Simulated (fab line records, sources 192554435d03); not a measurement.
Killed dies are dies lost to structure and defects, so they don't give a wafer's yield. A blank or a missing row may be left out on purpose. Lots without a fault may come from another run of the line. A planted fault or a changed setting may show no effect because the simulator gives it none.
Chamber matching | flow n5_finfet | N5_FIN_SAQP_MANDREL_ETCH_58 on rie_si-02: 4 sister chambers
The step etches a-Si in HBr/Cl2, stops on SiNx, target depth 45 nm, bt time 10 s, time 27 s. 8 wafers are shown with their chamber, then 8 later ones without.

WAFERS WITH THEIR CHAMBER
wafer  | chamber | drypump_motor_current_A (A) | oes_product_au (a.u.)
L080.1 | 1       | 5.2                         | 0.695
L084.4 | 1       | 5.2                         | 0.686
L087.3 | 2       | 5.7                         | 0.691
L088.3 | 0       | 5.1                         | 0.701
L088.6 | 2       | 5.7                         | 0.703
L090.5 | 3       | 5.4                         | 0.708
L090.6 | 0       | 5.1                         | 0.707
L092.1 | 3       | 5.5                         | 0.688

WAFERS WITHOUT THEIR CHAMBER
wafer  | drypump_motor_current_A (A) | oes_product_au (a.u.)
L092.3 | 5.2                         | 0.695
L092.6 | 5.4                         | 0.702
L093.2 | 5.2                         | 0.695
L093.4 | 5.7                         | 0.692
L093.6 | 5.2                         | 0.708
L094.1 | 5.1                         | 0.699
L094.2 | 5.4                         | 0.702
L094.6 | 5.1                         | 0.701

WHICH CHAMBER EACH WENT THROUGH
wafer  | from the rows above     | in truth
L092.3 | 1                       | 1
L092.6 | 3                       | 3
L093.2 | 1                       | 1
L093.4 | 2                       | 2
L093.6 | can't be placed: 1 or 0 | 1
L094.1 | 0                       | 0
L094.2 | 3                       | 3
L094.6 | 0                       | 0
Placed correctly: 7 of 8. Can't be placed from these rows: 1 (the true chamber is among the candidates in 1). Placed wrongly: 0.
How it was worked out, from the rows above alone: a wafer's distance from a chamber is the root of the sum, over the readings, of the square of ((its reading less the chamber's mean) divided by the reading's scatter). The wafer belongs to the nearest chamber; if the next one is less than 2 further off, it can't be placed. A chamber's mean is the mean of its shown wafers. The scatter: the root of (the sum of the squares of (reading less its chamber's mean) over the shown wafers, divided by (wafers less chambers)).
